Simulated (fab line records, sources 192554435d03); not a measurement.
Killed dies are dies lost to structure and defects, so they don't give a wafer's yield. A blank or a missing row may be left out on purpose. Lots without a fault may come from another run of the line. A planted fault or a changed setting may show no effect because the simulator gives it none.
fab line records | flow n5_finfet | part 1 of 2: steps 1 to 4 of 6
record lots=24 wafers=72 last_day=18
route steps=1938 shown BEOL_M0_SAQP@651 BEOL_M0_CUTY@712
lots that met no fault: from a run of the same line without faults
start_h: hours from the record's first day to the start of the lot's first wafer shown | wait_h: hours since the lot's step before | " the same as in the row above | L1.1+2: a row that stands for several wafers | - no value, or no start given | * or withheld: withheld | < > ~ a bound
route shown NAME@n: a module of which the file shows steps, and the number in the route of the first | usual: mean/standard deviation of fault-free wafers | same: alike in all rows | chamber/n: place in a boat | sites: the reading at each site | _std_site: their standard deviation | _edge_site: outer sites' mean less inner sites' | radius_mm: how far each site lies from the wafer's centre | mask NAME#n: copy n | behind: the tool/chamber that last shaped the wafer | hold: why the lot was held/for how many hours/how that ended | device: the transistor (n, p or np) that didn't switch | end of line: the same wafers' tests at the end of the route | a step without rows: its recipe alone | killed: dies lost to structure and defects at the first sort, not the wafer's yield | map: a wafer's dies, x killed, . not, _ none there
set.NAME: the setting as run; set.NAME@STEP: as run at that earlier step | model.NAME: the simulator's own value behind a step, which no gauge read
steps of the route over a sample of lots; a table a step, a row a wafer
services: from which hour (start_h, from the record's first day; less than 0 if before it) a tool's chamber was out of use, for how many hours, and why
## steps
# step N5_BEOL_M0_SAQP_INSPECT_16
# recipe mode=adi inspect_instrument=brightfield
# usual raw_defect_count=506/130
# columns lot.wafer tool chamber start_h wait_h raw_defect_count
L074.2 defect_inspect-02 - 113.80 0.0 340
L074.3 " - " " 581
L074.6 " - " " 545
L075.1 defect_inspect-01 - 117.38 0.0 350
L075.2 " - " " 360
L075.3 " - " " 511
L076.1 defect_inspect-02 - 122.18 0.0 379
L076.3 " - " " 556
L076.4 " - " " 431
L077.2 defect_inspect-01 - 122.81 0.0 478
L077.3 " - " " 415
L077.4 " - " " 575
L078.1 defect_inspect-01 - 134.04 0.0 409
L078.2 " - " " 458
L078.5 " - " " 444
L079.2 defect_inspect-02 - 138.44 0.0 534
L079.4 " - " " 557
L079.5 " - " " 448
L080.1 defect_inspect-01 - 140.62 0.0 418
L080.3 " - " " 367
L080.5 " - " " 353
L081.2 defect_inspect-02 - 145.27 0.0 516
L081.3 " - " " 552
L081.6 " - " " 575
L082.3 defect_inspect-01 - 152.77 0.0 431
L082.4 " - " " 381
L082.5 " - " " 309
L083.3 defect_inspect-02 - 161.27 0.0 574
L083.5 " - " " 715
L083.6 " - " " 433
L084.2 defect_inspect-01 - 177.99 0.0 722
L084.5 " - " " 591
L084.6 " - " " 784
L086.1 defect_inspect-02 - 178.75 0.0 444
L086.3 " - " " 431
L086.5 " - " " 359
L085.3 defect_inspect-01 - 182.06 0.0 772
L085.4 " - " " 672
L085.6 " - " " 590
L087.2 defect_inspect-01 - 182.22 0.0 354
L087.4 " - " " 641
L087.5 " - " " 526
L088.1 defect_inspect-02 - 191.89 0.0 533
L088.2 " - " " 528
L088.4 " - " " 363
L089.1 defect_inspect-02 - 198.98 0.0 546
L089.5 " - " " 743
L089.6 " - " " 581
L090.3 defect_inspect-02 - 202.94 0.0 388
L090.5 " - " " 610
L090.6 " - " " 405
L091.1 defect_inspect-01 - 209.25 0.0 365
L091.4 " - " " 816
L091.5 " - " " 448
L092.4 defect_inspect-02 - 219.26 0.0 455
L092.5 " - " " 384
L092.6 " - " " 334
L093.2 defect_inspect-02 - 222.56 0.0 452
L093.3 " - " " 538
L093.4 " - " " 476
L094.1 defect_inspect-01 - 229.54 0.0 364
L094.4 " - " " 377
L094.5 " - " " 275
L097.1 defect_inspect-01 - 244.62 0.0 339
L097.3 " - " " 396
L097.5 " - " " 365
L095.2 defect_inspect-02 - 244.93 0.0 520
L095.4 " - " " 344
L095.6 " - " " 398
L096.1 defect_inspect-02 - 245.10 0.0 648
L096.5 " - " " 512
L096.6 " - " " 576
# step N5_BEOL_M0_SAQP_ETCH_83
# recipe chemistry=CF4 target=SiARC target_depth_a=390 mask_material=CAR-ArF time_s=65 ion_energy_ev=80 pressure_mtorr=40 source_w=545 bias_w=36 Ar_flow_sccm=100 cf4_flow_sccm=100 ends=cleared
# usual drypump_motor_current_A=5.7/0.42 etch_rf_on_time_s=64.9/1 oes_product_au=0.66/0.072 rf_vpp_V=184.1/1.1 showerhead_plenum_p_Torr=2.14/0.063 throttle_valve_pct=15.70/0.23
# columns lot.wafer tool chamber start_h wait_h drypump_motor_current_A etch_rf_on_time_s oes_product_au rf_hours_counter_h rf_vpp_V showerhead_plenum_p_Torr throttle_valve_pct
L074.2 rie_diel-06 1 113.90 0.0 5.8 65.2 0.64 131 182.8 2.06 15.76
L074.3 " 3 " " 5.2 64.5 0.66 143 186.4 2.23 15.47
L074.6 " 0 " " 5.7 64.0 0.61 - 185.6 2.20 15.54
L075.1 rie_diel-05 2 117.45 0.0 5.1 64.0 0.77 31 186.8 2.18 15.47
L075.2 " 1 " " 5.6 64.2 0.62 166 184.8 2.05 15.71
L075.3 " 0 " " 6.0 65.8 0.63 177 185.1 2.22 16.01
L076.1 rie_diel-06 2 122.25 0.0 6.0 66.0 0.62 182 184.3 2.22 15.70
L076.3 " 3 " " 5.2 65.1 0.66 145 184.7 2.23 15.47
L076.4 " 0 " " 5.7 64.9 0.61 224 184.6 2.20 15.54
L077.2 rie_diel-05 1 122.87 0.0 5.5 64.0 0.62 167 183.5 2.05 15.71
L077.3 " 2 " " 5.1 64.7 0.76 33 186.1 2.18 15.48
L077.4 " 0 " " 6.0 66.0 0.62 178 185.5 2.21 16.01
L078.1 rie_diel-05 1 134.11 0.0 5.6 65.0 0.61 171 181.4 2.05 15.72
L078.2 " 0 " " 6.0 66.8 0.62 182 184.1 2.21 16.01
L078.5 " 0 " " 5.9 66.6 0.62 - 183.5 2.21 16.01
L079.2 rie_diel-04 1 138.51 0.0 5.9 65.7 0.58 219 186.7 2.21 15.82
L079.4 " 2 " " 6.5 65.9 0.55 - 182.6 2.10 16.20
L079.5 " 1 " " 5.9 65.4 0.58 - 185.0 2.21 15.81
L080.1 rie_diel-04 0 140.69 0.0 5.6 63.2 0.74 48 184.5 2.09 15.60
L080.3 " 2 " " 6.5 64.7 0.56 293 183.8 2.10 16.19
L080.5 " 1 " " 5.9 64.2 0.59 - 184.8 2.21 15.81
L081.2 rie_diel-04 2 145.35 0.0 6.5 65.1 0.55 295 182.7 2.10 16.20
L081.3 " 1 " " 5.9 64.8 0.59 222 184.9 2.21 15.83
L081.6 " 2 " " 6.5 65.6 0.55 - 183.4 2.09 16.20
L082.3 rie_diel-05 1 152.93 0.0 5.5 65.0 0.62 177 183.6 2.05 15.73
L082.4 " 2 " " 5.1 64.6 0.76 42 186.1 2.18 15.48
L082.5 " 1 " " 5.5 64.8 0.61 - 183.6 2.05 15.73
L083.3 rie_diel-04 3 161.34 0.0 5.1 65.0 0.67 137 185.7 2.15 15.88
L083.5 " 3 " " 5.1 64.3 0.67 - 182.5 2.15 15.89
L083.6 " 1 " " 5.9 64.4 0.59 - 185.1 2.21 15.81
L084.2 rie_diel-05 3 178.07 0.0 5.6 65.5 0.71 85 182.8 2.08 15.36
L084.5 " 1 " " 5.5 65.0 0.61 - 184.0 2.04 15.74
L084.6 " 2 " " 5.1 65.3 0.74 - 183.6 2.17 15.50
L086.1 rie_diel-04 3 179.06 0.0 5.1 64.8 0.66 143 184.8 2.15 15.88
L086.3 " 0 " " 5.6 63.2 0.71 59 183.7 2.09 15.61
L086.5 " 3 " " 5.1 65.6 0.66 - 183.6 2.15 15.88
L085.3 rie_diel-06 2 182.12 0.0 5.9 65.7 0.61 201 184.8 2.21 15.76
L085.4 " 3 " " 5.2 65.1 0.65 - 184.0 2.22 15.49
L085.6 " 0 " " 5.7 64.5 0.60 - 183.9 2.19 15.58
L087.2 rie_diel-06 2 182.38 0.0 6.0 66.8 0.60 201 184.4 2.21 15.76
L087.4 " 2 " " 5.9 66.6 0.60 - 186.4 2.21 15.73
L087.5 " 3 " " 5.2 66.4 0.63 - 185.8 2.22 15.47
L088.1 rie_diel-04 3 192.47 0.0 5.1 65.4 0.65 147 184.6 2.15 15.91
L088.2 " 2 " " 6.5 63.3 0.83 5 182.5 2.09 15.63
L088.4 " 1 " " 5.9 64.7 0.58 236 186.1 2.20 15.83
L089.1 rie_diel-05 2 199.04 0.0 5.1 65.5 0.73 56 184.5 2.17 15.49
L089.5 " 3 " " 5.7 65.5 0.71 - 184.1 2.08 15.37
L089.6 " 0 " " 6.0 67.4 0.61 - 184.6 2.21 16.04
L090.3 rie_diel-05 1 203.02 0.0 5.5 64.5 0.60 193 184.7 2.04 15.76
L090.5 " 3 " " 5.6 64.9 0.71 - 183.0 2.08 15.39
L090.6 " 0 " " 6.0 66.8 0.60 - 186.0 2.21 16.05
L091.1 rie_diel-05 0 209.43 0.0 6.0 66.2 0.61 202 185.8 2.21 16.07
L091.4 " 1 " " 5.5 64.2 0.61 195 182.3 2.04 15.76
L091.5 " 0 " " 6.0 67.0 0.60 - 185.0 2.21 16.05
L092.4 rie_diel-04 2 219.72 0.0 6.5 62.5 0.81 13 185.1 2.09 15.65
L092.5 " 2 " " 6.5 62.3 0.80 - 182.7 2.09 15.64
L092.6 " 3 " " 5.1 63.8 0.66 - 184.6 2.14 15.91
L093.2 rie_diel-06 3 222.74 0.0 5.2 65.3 0.63 177 183.7 2.22 15.50
L093.3 " 2 " " 5.9 66.1 0.60 216 184.3 2.21 15.79
L093.4 " 1 " " 5.8 66.4 0.61 - 185.2 2.05 15.82
L094.1 rie_diel-04 2 229.70 0.0 6.5 62.8 0.80 16 183.8 2.09 15.66
L094.4 " 0 " " 5.6 63.2 0.70 74 183.4 2.09 15.64
L094.5 " 3 " " 5.1 65.3 0.65 - 184.0 2.14 15.91
L097.1 rie_diel-05 3 244.69 0.0 5.7 65.0 0.70 105 182.9 2.07 15.39
L097.3 " 0 " " 6.0 66.1 0.60 213 184.6 2.20 16.05
L097.5 " 2 " " 5.1 65.7 0.71 - 184.3 2.17 15.54
L095.2 rie_diel-04 0 245.00 0.0 5.6 63.5 0.70 78 184.1 2.08 15.66
L095.4 " 0 " " 5.6 63.8 0.69 - 182.4 2.08 15.64
L095.6 " 2 " " 6.6 63.1 0.79 - 183.1 2.09 15.65
L096.1 rie_diel-06 2 245.17 0.0 5.9 65.7 0.60 224 184.6 2.20 15.78
L096.5 " 3 " " 5.2 65.3 0.64 - 184.3 2.22 15.53
L096.6 " 0 " " 5.8 63.8 0.83 - 185.6 2.19 15.10
# step N5_BEOL_M0_SAQP_HM_OPEN_112
# recipe chemistry=CHF3/O2 target=SiO2 stop_on=a-Si target_depth_a=120 over_etch_frac=1.25 mask_material=SOC time_s=13.5 pressure_mtorr=30 source_w=650 bias_w=170 Ar_flow_sccm=200 CHF3_flow_sccm=50 O2_flow_sccm=5 ion_energy_ev=200 ends=end_point
# usual drypump_motor_current_A=5.7/0.42 oes_product_au=0.50/0.053 rf_vpp_V=525/6.1 showerhead_plenum_p_Torr=2.41/0.074 throttle_valve_pct=18.91/0.23
# columns lot.wafer tool chamber start_h wait_h drypump_motor_current_A oes_product_au rf_hours_counter_h rf_vpp_V showerhead_plenum_p_Torr throttle_valve_pct
L074.2 rie_diel-06 1 114.06 0.0 5.8 0.48 131 518 2.32 18.97
L074.3 " 3 " " 5.2 0.50 143 532 2.51 18.63
L074.6 " 0 " " 5.7 0.46 - 530 2.48 18.73
L075.1 rie_diel-05 2 117.60 0.0 5.1 0.59 31 521 2.45 18.68
L075.2 " 1 " " 5.6 0.47 166 528 2.31 18.91
L075.3 " 0 " " 6.0 0.48 177 526 2.49 19.22
L076.1 rie_diel-06 2 122.41 0.0 5.9 0.48 182 535 2.50 18.93
L076.3 " 3 " " 5.2 0.50 145 533 2.51 18.64
L076.4 " 0 " " 5.7 0.47 224 528 2.48 18.73
L077.2 rie_diel-05 1 123.03 0.0 5.5 0.46 167 528 2.31 18.92
L077.3 " 2 " " 5.1 0.58 33 519 2.45 18.69
L077.4 " 0 " " 6.0 0.48 178 526 2.49 19.23
L078.1 rie_diel-05 1 134.27 0.0 5.5 0.47 171 529 2.30 18.93
L078.2 " 0 " " 6.0 0.48 182 527 2.49 19.24
L078.5 " 0 " " 6.0 0.48 - 529 2.49 19.23
L079.2 rie_diel-04 1 138.66 0.0 5.9 0.45 220 534 2.49 18.99
L079.4 " 2 " " 6.6 0.42 - 521 2.35 19.36
L079.5 " 1 " " 5.9 0.45 - 534 2.49 18.99
L080.1 rie_diel-04 0 140.85 0.0 5.6 0.54 48 526 2.35 18.81
L080.3 " 2 " " 6.5 0.41 293 521 2.35 19.34
L080.5 " 1 " " 5.9 0.44 - 534 2.49 18.99
L081.2 rie_diel-04 2 145.51 0.0 6.5 0.43 295 520 2.35 19.35
L081.3 " 1 " " 5.9 0.45 222 534 2.49 18.97
L081.6 " 2 " " 6.5 0.43 - 521 2.35 19.37
L082.3 rie_diel-05 1 153.09 0.0 5.5 0.46 177 528 2.30 18.93
L082.4 " 2 " " 5.1 0.58 42 520 2.45 18.72
L082.5 " 1 " " 5.5 0.47 - 528 2.30 18.93
L083.3 rie_diel-04 3 161.49 0.0 5.1 0.52 137 517 2.42 19.16
L083.5 " 3 " " 5.1 0.51 - 517 2.42 19.14
L083.6 " 1 " " 5.9 0.45 - 534 2.48 19.01
L084.2 rie_diel-05 3 178.23 0.0 5.7 0.54 85 520 2.33 18.51
L084.5 " 1 " " 5.5 0.46 - 528 2.30 18.97
L084.6 " 2 " " 5.1 0.57 - 519 2.44 18.72
L086.1 rie_diel-04 3 179.22 0.0 5.1 0.50 143 516 2.42 19.14
L086.3 " 0 " " 5.6 0.54 60 525 2.35 18.84
L086.5 " 3 " " 5.1 0.50 - 516 2.42 19.16
L085.3 rie_diel-06 2 182.28 0.0 5.9 0.46 201 534 2.49 18.92
L085.4 " 3 " " 5.2 0.49 - 533 2.50 18.66
L085.6 " 0 " " 5.8 0.46 - 531 2.47 18.75
L087.2 rie_diel-06 2 182.53 0.0 5.9 0.47 202 535 2.49 18.94
L087.4 " 2 " " 5.9 0.47 - 536 2.49 18.96
L087.5 " 3 " " 5.2 0.50 - 533 2.50 18.68
L088.1 rie_diel-04 3 192.63 0.0 5.1 0.50 147 516 2.42 19.15
L088.2 " 2 " " 6.6 0.62 5 518 2.35 18.88
L088.4 " 1 " " 5.9 0.44 236 533 2.48 19.02
L089.1 rie_diel-05 2 199.20 0.0 5.0 0.57 56 520 2.44 18.73
L089.5 " 3 " " 5.6 0.54 - 521 2.33 18.52
L089.6 " 0 " " 6.0 0.48 - 527 2.48 19.25
L090.3 rie_diel-05 1 203.18 0.0 5.6 0.45 193 529 2.30 18.96
L090.5 " 3 " " 5.6 0.54 - 519 2.33 18.52
L090.6 " 0 " " 5.9 0.47 - 526 2.48 19.27
L091.1 rie_diel-05 0 209.59 0.0 6.0 0.46 203 526 2.48 19.28
L091.4 " 1 " " 5.5 0.46 195 528 2.30 18.97
L091.5 " 0 " " 6.0 0.47 - 526 2.48 19.27
L092.4 rie_diel-04 2 219.88 0.0 6.5 0.61 13 517 2.35 18.91
L092.5 " 2 " " 6.5 0.61 - 516 2.35 18.91
L092.6 " 3 " " 5.1 0.50 - 516 2.42 19.17
L093.2 rie_diel-06 3 222.90 0.0 5.2 0.48 177 533 2.50 18.69
L093.3 " 2 " " 6.0 0.46 216 536 2.48 18.97
L093.4 " 1 " " 5.8 0.47 - 520 2.31 19.01
L094.1 rie_diel-04 2 229.86 0.0 6.6 0.60 17 516 2.35 18.92
L094.4 " 0 " " 5.6 0.53 74 526 2.34 18.87
L094.5 " 3 " " 5.1 0.50 - 517 2.41 19.18
L097.1 rie_diel-05 3 244.85 0.0 5.6 0.52 105 519 2.32 18.54
L097.3 " 0 " " 6.0 0.47 213 525 2.48 19.28
L097.5 " 2 " " 5.1 0.56 - 520 2.44 18.76
L095.2 rie_diel-04 0 245.16 0.0 5.6 0.52 79 527 2.34 18.85
L095.4 " 0 " " 5.6 0.52 - 524 2.34 18.86
L095.6 " 2 " " 6.5 0.59 - 516 2.34 18.92
L096.1 rie_diel-06 2 245.32 0.0 5.9 0.45 224 535 2.48 18.98
L096.5 " 3 " " 5.2 0.49 - 531 2.50 18.70
L096.6 " 0 " " 5.7 0.63 - 531 2.46 18.38
# step N5_BEOL_M0_SAQP_RECESS_114
# recipe chemistry=HF/NH3 target=SiO2 target_depth_a=144 afs_cycles=3 temp_c=30 sublimation_temp_c=180 sublimation_time_s=60
# usual drypump_motor_current_A=6.1/0.31 foreline_p_Torr=0.1280/0.00048
# columns lot.wafer tool chamber start_h wait_h drypump_motor_current_A foreline_p_Torr
L074.2 vapor_etch-02 1 114.37 0.0 5.6 0.1268
L074.3 " 0 " " 6.5 0.1276
L074.6 " 1 " " 5.6 0.1275
L075.1 vapor_etch-01 1 117.92 0.0 5.9 0.1279
L075.2 " 0 " " 6.2 0.1279
L075.3 " 1 " " 5.9 0.1280
L076.1 vapor_etch-01 0 122.73 0.0 6.2 0.1276
L076.3 " 1 " " 5.9 0.1276
L076.4 " 0 " " 6.2 0.1278
L077.2 vapor_etch-02 1 123.35 0.0 5.6 0.1282
L077.3 " 0 " " 6.4 0.1281
L077.4 " 1 " " 5.6 0.1283
L078.1 vapor_etch-01 1 134.59 0.0 5.9 0.1278
L078.2 " 0 " " 6.3 0.1282
L078.5 " 1 " " 5.9 0.1284
L079.2 vapor_etch-01 1 138.99 0.0 5.9 0.1278
L079.4 " 0 " " 6.2 0.1279
L079.5 " 0 " " 6.2 0.1280
L080.1 vapor_etch-01 1 141.34 0.0 5.9 0.1279
L080.3 " 0 " " 6.2 0.1276
L080.5 " 1 " " 5.9 0.1282
L081.2 vapor_etch-02 1 145.83 0.0 5.6 0.1287
L081.3 " 1 " " 5.6 0.1283
L081.6 " 0 " " 6.5 0.1279
L082.3 vapor_etch-01 0 153.58 0.1 6.2 0.1281
L082.4 " 1 " " 5.9 0.1280
L082.5 " 1 " " 5.9 0.1276
L083.3 vapor_etch-01 0 161.93 0.1 6.2 0.1277
L083.5 " 1 " " 5.9 0.1287
L083.6 " 0 " " 6.2 0.1284
L084.2 vapor_etch-01 1 178.80 0.2 5.9 0.1280
L084.5 " 1 " " 5.9 0.1280
L084.6 " 0 " " 6.3 0.1284
L086.1 vapor_etch-02 0 179.55 0.0 6.5 0.1278
L086.3 " 0 " " 6.4 0.1283
L086.5 " 1 " " 5.6 0.1278
L085.3 vapor_etch-01 1 182.71 0.1 5.9 0.1272
L085.4 " 0 " " 6.2 0.1283
L085.6 " 0 " " 6.2 0.1284
L087.2 vapor_etch-02 0 182.85 0.0 6.5 0.1280
L087.4 " 1 " " 5.6 0.1265
L087.5 " 1 " " 5.6 0.1278
L088.1 vapor_etch-01 0 192.95 0.0 6.2 0.1287
L088.2 " 1 " " 5.9 0.1280
L088.4 " 0 " " 6.3 0.1280
L089.1 vapor_etch-02 0 199.51 0.0 6.4 0.1290
L089.5 " 0 " " 6.4 0.1286
L089.6 " 1 " " 5.6 0.1281
L090.3 vapor_etch-01 0 203.71 0.2 6.3 0.1280
L090.5 " 1 " " 5.9 0.1290
L090.6 " 0 " " 6.3 0.1283
L091.1 vapor_etch-02 0 209.90 0.0 6.5 0.1274
L091.4 " 0 " " 6.5 0.1275
L091.5 " 1 " " 5.6 0.1287
L092.4 vapor_etch-01 0 220.44 0.2 6.3 0.1279
L092.5 " 1 " " 5.9 0.1285
L092.6 " 0 " " 6.3 0.1276
L093.2 vapor_etch-01 1 223.21 0.0 5.9 0.1277
L093.3 " 1 " " 5.9 0.1283
L093.4 " 0 " " 6.3 0.1280
L094.1 vapor_etch-02 1 230.20 0.0 5.6 0.1277
L094.4 " 1 " " 5.6 0.1271
L094.5 " 1 " " 5.6 0.1275
L097.1 vapor_etch-02 0 245.19 0.0 6.5 0.1284
L097.3 " 0 " " 6.5 0.1281
L097.5 " 0 " " 6.5 0.1284
L095.2 vapor_etch-02 0 245.55 0.1 6.5 0.1278
L095.4 " 1 " " 5.6 0.1274
L095.6 " 1 " " 5.6 0.1291
L096.1 vapor_etch-01 0 245.64 0.0 6.3 0.1285
L096.5 " 0 " " 6.3 0.1286
L096.6 " 1 " " 5.9 0.1281
